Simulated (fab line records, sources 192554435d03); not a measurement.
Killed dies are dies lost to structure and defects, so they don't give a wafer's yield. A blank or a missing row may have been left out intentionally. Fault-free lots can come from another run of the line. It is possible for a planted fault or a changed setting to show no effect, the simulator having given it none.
Chamber matching || flow n5_finfet || 3 sister chambers for N5_BEOL_M6_DEP_56 on pecvd-03
The step deposits SiCN from 3MS/NH3, target thk 10 nm, time 17.5 s. 16 wafers are shown with their chamber, then 8 later ones without.

WAFERS PAIRED WITH THEIR CHAMBERS
{"wafer": "L077.2", "chamber": 2, "showerhead_plenum_p_Torr (Torr)": 3.624, "throttle_valve_pct (%)": 9.0, "chamber_pressure_Torr (Torr)": 2.992}
{"wafer": "L077.3", "chamber": 0, "showerhead_plenum_p_Torr (Torr)": 3.659, "throttle_valve_pct (%)": 9.1, "chamber_pressure_Torr (Torr)": 3.014}
{"wafer": "L077.6", "chamber": 0, "showerhead_plenum_p_Torr (Torr)": 3.658, "throttle_valve_pct (%)": 9.1, "chamber_pressure_Torr (Torr)": 3.008}
{"wafer": "L081.2", "chamber": 2, "showerhead_plenum_p_Torr (Torr)": 3.639, "throttle_valve_pct (%)": 8.9, "chamber_pressure_Torr (Torr)": 3.001}
{"wafer": "L081.5", "chamber": 1, "showerhead_plenum_p_Torr (Torr)": 3.662, "throttle_valve_pct (%)": 8.9, "chamber_pressure_Torr (Torr)": 3.003}
{"wafer": "L081.6", "chamber": 2, "showerhead_plenum_p_Torr (Torr)": 3.635, "throttle_valve_pct (%)": 9.1, "chamber_pressure_Torr (Torr)": 2.991}
{"wafer": "L082.4", "chamber": 2, "showerhead_plenum_p_Torr (Torr)": 3.634, "throttle_valve_pct (%)": 8.8, "chamber_pressure_Torr (Torr)": 3.004}
{"wafer": "L082.5", "chamber": 0, "showerhead_plenum_p_Torr (Torr)": 3.660, "throttle_valve_pct (%)": 9.2, "chamber_pressure_Torr (Torr)": 2.999}
{"wafer": "L082.6", "chamber": 1, "showerhead_plenum_p_Torr (Torr)": 3.648, "throttle_valve_pct (%)": 8.9, "chamber_pressure_Torr (Torr)": 2.999}
{"wafer": "L080.1", "chamber": 2, "showerhead_plenum_p_Torr (Torr)": 3.626, "throttle_valve_pct (%)": 8.9, "chamber_pressure_Torr (Torr)": 2.996}
{"wafer": "L080.5", "chamber": 1, "showerhead_plenum_p_Torr (Torr)": 3.661, "throttle_valve_pct (%)": 9.2, "chamber_pressure_Torr (Torr)": 3.002}
{"wafer": "L080.6", "chamber": 0, "showerhead_plenum_p_Torr (Torr)": 3.665, "throttle_valve_pct (%)": 9.4, "chamber_pressure_Torr (Torr)": 3.003}
{"wafer": "L083.1", "chamber": 2, "showerhead_plenum_p_Torr (Torr)": 3.625, "throttle_valve_pct (%)": 8.7, "chamber_pressure_Torr (Torr)": 3.001}
{"wafer": "L083.4", "chamber": 1, "showerhead_plenum_p_Torr (Torr)": 3.658, "throttle_valve_pct (%)": 9.0, "chamber_pressure_Torr (Torr)": 3.004}
{"wafer": "L083.5", "chamber": 0, "showerhead_plenum_p_Torr (Torr)": 3.676, "throttle_valve_pct (%)": 9.4, "chamber_pressure_Torr (Torr)": 3.001}
{"wafer": "L095.1", "chamber": 2, "showerhead_plenum_p_Torr (Torr)": 3.629, "throttle_valve_pct (%)": 8.8, "chamber_pressure_Torr (Torr)": 3.000}

SIGNATURES (means of the wafers above)
{"reading": "showerhead_plenum_p_Torr", "chamber 0": 3.66360, "chamber 1": 3.65725, "chamber 2": 3.63029, "scatter within a chamber": 0.00647}
{"reading": "throttle_valve_pct", "chamber 0": 9.240, "chamber 1": 9.000, "chamber 2": 8.886, "scatter within a chamber": 0.142}
{"reading": "chamber_pressure_Torr", "chamber 0": 3.00500, "chamber 1": 3.00200, "chamber 2": 2.99786, "scatter within a chamber": 0.00486}
Rule: for each reading, subtract the chamber's mean from the wafer's reading, divide by that reading's scatter and square the result; add these up over the readings and take the root, which gives the wafer's distance from the chamber. The wafer belongs to the nearest chamber; if the next one is less than 2 further off, it can't be placed. The scatter: the root of (the sum of the squares of (reading less its chamber's mean) over the shown wafers, divided by (wafers less chambers)).

WAFERS WITHOUT THEIR CHAMBER
{"wafer": "L095.4", "showerhead_plenum_p_Torr (Torr)": 3.665, "throttle_valve_pct (%)": 9.1, "chamber_pressure_Torr (Torr)": 3.013}
{"wafer": "L095.6", "showerhead_plenum_p_Torr (Torr)": 3.631, "throttle_valve_pct (%)": 9.3, "chamber_pressure_Torr (Torr)": 3.006}
{"wafer": "L086.3", "showerhead_plenum_p_Torr (Torr)": 3.667, "throttle_valve_pct (%)": 9.4, "chamber_pressure_Torr (Torr)": 2.999}
{"wafer": "L086.4", "showerhead_plenum_p_Torr (Torr)": 3.630, "throttle_valve_pct (%)": 8.9, "chamber_pressure_Torr (Torr)": 2.996}
{"wafer": "L086.5", "showerhead_plenum_p_Torr (Torr)": 3.659, "throttle_valve_pct (%)": 8.9, "chamber_pressure_Torr (Torr)": 3.001}
{"wafer": "L094.1", "showerhead_plenum_p_Torr (Torr)": 3.620, "throttle_valve_pct (%)": 9.0, "chamber_pressure_Torr (Torr)": 2.992}
{"wafer": "L094.4", "showerhead_plenum_p_Torr (Torr)": 3.637, "throttle_valve_pct (%)": 8.8, "chamber_pressure_Torr (Torr)": 2.992}
{"wafer": "L094.6", "showerhead_plenum_p_Torr (Torr)": 3.668, "throttle_valve_pct (%)": 9.2, "chamber_pressure_Torr (Torr)": 3.001}

WHICH CHAMBER EACH ONE RAN IN
{"wafer": "L095.4", "from the rows above": "can't be placed: 0 or 1", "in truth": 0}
{"wafer": "L095.6", "from the rows above": "can't be placed: 2 or 1 or 0", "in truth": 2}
{"wafer": "L086.3", "from the rows above": "can't be placed: 0 or 1", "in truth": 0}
{"wafer": "L086.4", "from the rows above": 2, "in truth": 2}
{"wafer": "L086.5", "from the rows above": "can't be placed: 1 or 0", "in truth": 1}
{"wafer": "L094.1", "from the rows above": 2, "in truth": 2}
{"wafer": "L094.4", "from the rows above": 2, "in truth": 2}
{"wafer": "L094.6", "from the rows above": "can't be placed: 0 or 1", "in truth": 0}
Correct placement for 3 of the 8. Unplaceable from these rows: 5, with the true chamber sitting among the candidates in 5. Wrongly placed: 0.
